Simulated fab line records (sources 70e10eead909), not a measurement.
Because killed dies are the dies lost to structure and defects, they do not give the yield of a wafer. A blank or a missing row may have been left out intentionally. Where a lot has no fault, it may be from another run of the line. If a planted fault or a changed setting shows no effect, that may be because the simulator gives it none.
Comparing a struck lot with a sound one || flow nand_harc || 27 steps out of a route of 1159
Sound: these wafers, L852.4, L852.5, L852.6. Struck: wafers L838.4, L838.5, L838.6. Last of all comes the cause.
Each step with rows lists, per side, the tool, then ch with its chambers, then its first start. Under that, the readings that differ: sound wafers || struck wafers || difference of the means || sigmas: that difference in standard deviations of wafers without a fault.
alike: readings with means less than 2 such deviations apart, plus words and numbers identical on both sides. not compared: withheld readings, readings lacking a value on some wafer, bounds such as >300 that could conceal the same value, and numbers that have no deviation in the record and whose values overlap.
A row with sigmas, a row that says differs or no value, or rows on one side alone: a step with any of these is where the two part. Non-overlapping numbers with no deviation appear without sigmas and do not part them. A reading that every wafer of one side lacks parts them only if that side has two wafers or more.

first, 6 steps without rows for these wafers: NHARC_A_ONON_D1_DEP_03 (target thk 1000 nm); NHARC_A_ONON_D1_DEP_06 (target thk 1000 nm); NHARC_A_ONON_D1_DEP_09 (target thk 1000 nm); NHARC_A_ONON_D1_DEP_12 (target thk 1000 nm); NHARC_A_ONON_D1_ANNEAL_15 (time 3600 s); NHARC_A_ONON_D1_DEP_16 (target thk 1000 nm).
NHARC_A_ONON_D1_DEP_19: target thk 1000 nm.
  sound on pecvd_onon-01 ch 0, day 13 07:28; struck on pecvd_onon-03 ch 0, day 10 09:01
then, 19 steps without rows for these wafers: NHARC_A_ONON_D1_DEP_22 (target thk 1000 nm); NHARC_A_ONON_D1_DEP_25 (target thk 1000 nm); NHARC_A_ONON_D1_DEP_28 (target thk 1000 nm); NHARC_A_ONON_D1_DEP_33 (deposits SiO2, target thk 200 nm); NHARC_A_CHANNEL_HOLE_D1_DEP_00 (deposits aC, target thk 3100 nm); NHARC_A_CHANNEL_HOLE_D1_DEP_01 (deposits SiON, target thk 140 nm); NHARC_A_CHANNEL_HOLE_D1_DEHYDRATE_02 (time 120 s); NHARC_A_CHANNEL_HOLE_D1_HMDS_03 (time 30 s); NHARC_A_CHANNEL_HOLE_D1_COAT_36 (time 75 s); NHARC_A_CHANNEL_HOLE_D1_COAT_37 (time 65 s); NHARC_A_CHANNEL_HOLE_D1_COAT_04 (resist thk 90 nm); NHARC_A_CHANNEL_HOLE_D1_SOFTBAKE_05 (time 55 s); NHARC_A_CHANNEL_HOLE_D1_EBR_06; NHARC_A_CHANNEL_HOLE_D1_EXPOSE_07 (exposes mask HOLE D1, target cd 100 nm); NHARC_A_CHANNEL_HOLE_D1_PEB_08 (peb time 65 s); NHARC_A_CHANNEL_HOLE_D1_DEVELOP_09 (develop time 35 s); NHARC_A_CHANNEL_HOLE_D1_DESCUM_15 (chemistry O2, time 3 s); NHARC_A_CHANNEL_HOLE_D1_ETCH_38 (etches the open film in CF4, target depth 39 nm, time 65 s); NHARC_A_CHANNEL_HOLE_D1_ETCH_39 (etches the open film in N2/H2, target depth 260 nm, time 325 s).
-- record jumps: 11 days between struck wafers' starts before vs after; left off in module A_CHANNEL_HOLE_D1, resumes in module END, first step shown is number 1159 of the route --
NHARC_END_SORT_01:
  only the struck wafers appear in the record here, on prober-01 ch 0 at day 21 20:20; the sound ones have no rows

## WHERE THEY PART
Within this record, at NHARC_END_SORT_01 only.

WHY: the cause the simulator had injected
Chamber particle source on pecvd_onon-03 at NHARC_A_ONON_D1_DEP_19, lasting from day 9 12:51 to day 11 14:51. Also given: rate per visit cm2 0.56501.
